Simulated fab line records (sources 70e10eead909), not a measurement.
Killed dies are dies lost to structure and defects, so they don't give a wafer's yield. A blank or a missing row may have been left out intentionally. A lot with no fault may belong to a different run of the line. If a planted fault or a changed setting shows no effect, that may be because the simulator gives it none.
A single fault, viewed from 2 desks	flow nand-harc	only its own numbers are on each desk; what lay behind them is given at the end

== THE DEFECT DESK ==
What the inspections along the route counted, lot by lot: means of the sampled wafers that have a number. The brackets show how far a lot's mean lies from the usual mean; more than 4 standard deviations puts the lot out of limits, marked OUT.
Columns: A = raw-defect-count at NHARC_A_CONTACT_INSPECT_23, usual 406
lot	first seen here	A
L418	day 18 04:05	511
L419	day 18 05:53	336
L417	day 18 07:48	331
L421	day 18 09:05	414
L422	day 18 12:04	419
L423	day 19 11:33	297
L426	day 19 15:58	411
L425	day 19 22:01	470
L427	day 21 01:23	267
L433	day 22 05:03	690
L437	day 22 12:01	574
L438	day 22 17:00	403
L440	day 22 17:06	500
L439	day 22 20:45	418
Result from this desk: across the 14 lots, nothing is out of limits.

== TOOL OWNER'S DESK, ald-metal-02 ==
The tool's own readings at NHARC_A_CONTACT_ALD_18 (deposits TiN, target thk 3 nm, pulse time 1 s, ald cycles 150): means of the sampled wafers that have a number, for each lot that ran on this tool. The brackets show how far a lot's mean lies from the usual mean; more than 4 standard deviations puts the lot out of limits, marked OUT.
Columns: A = heater-power-w at NHARC_A_CONTACT_ALD_18, usual 1089 W; B = precursor-pulse-height-rel at NHARC_A_CONTACT_ALD_18, usual 1.000; C = susceptor-temp-C at NHARC_A_CONTACT_ALD_18, usual 450.00 C
lot	first seen here	A	B	C
L417	day 17 17:09	1088	0.995	449.87
L427	day 20 22:16	968	0.980	450.00
L433	day 21 22:37	992	0.989	450.05
L437	day 22 09:50	992	0.989	449.89
L438	day 22 15:29	1094	1.012	-
Result from this desk: across the 5 lots, nothing is out of limits.

== ALL TOGETHER ==
Nothing out of limits was seen by the defect desk.
The desk of the tool owner found nothing out of limits.

== WHAT THE SIMULATOR HAD INSERTED ==
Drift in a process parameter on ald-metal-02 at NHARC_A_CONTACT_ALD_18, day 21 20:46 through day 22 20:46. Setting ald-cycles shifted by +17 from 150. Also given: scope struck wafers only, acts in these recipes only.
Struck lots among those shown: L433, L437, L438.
